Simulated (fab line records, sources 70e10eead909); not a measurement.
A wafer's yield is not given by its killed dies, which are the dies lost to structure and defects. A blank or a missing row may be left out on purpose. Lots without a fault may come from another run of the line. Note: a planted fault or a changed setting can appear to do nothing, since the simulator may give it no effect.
Matching of chambers -- flow nand-harc -- NHARC_THIN_TSV_DESCUM_35 on rie-diel-08: 4 sister chambers
The step chemistry O2, time 3 s. 4 wafers are shown with their chamber, then 7 later ones without.

WAFERS PAIRED WITH THEIR CHAMBERS
wafer,chamber,drypump-motor-current-A (A)
L545.2,3,5.6
L550.4,1,6.8
L558.1,0,6.3
L558.3,2,5.6

WAFERS WHOSE CHAMBER IS MISSING
wafer,drypump-motor-current-A (A)
L558.5,5.5
L560.1,6.3
L560.4,5.6
L560.5,6.8
L561.3,5.6
L561.4,5.6
L561.5,5.6

EACH ONE'S CHAMBER
wafer,from the rows above,in truth
L558.5,can't be placed: 2 or 3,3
L560.1,0,0
L560.4,can't be placed: 2 or 3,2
L560.5,1,1
L561.3,can't be placed: 2 or 3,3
L561.4,can't be placed: 2 or 3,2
L561.5,can't be placed: 2 or 3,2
Placed correctly: 2 of 7. Unplaceable from these rows: 5, with the true chamber sitting among the candidates in 5. Number placed wrongly: 0.
How it was worked out, from the rows above alone: a wafer's distance from a chamber is the root of the sum, over the readings, of the square of ((its reading less the chamber's mean) divided by the reading's scatter). If the next closest chamber is less than 2 further off than the closest, the wafer can't be placed; otherwise it belongs to the closest. For every chamber, the mean is computed from those of its wafers that are shown. The scatter: root of mean squared gap, hidden wafer to nearest shown wafer, with one shown wafer a chamber.
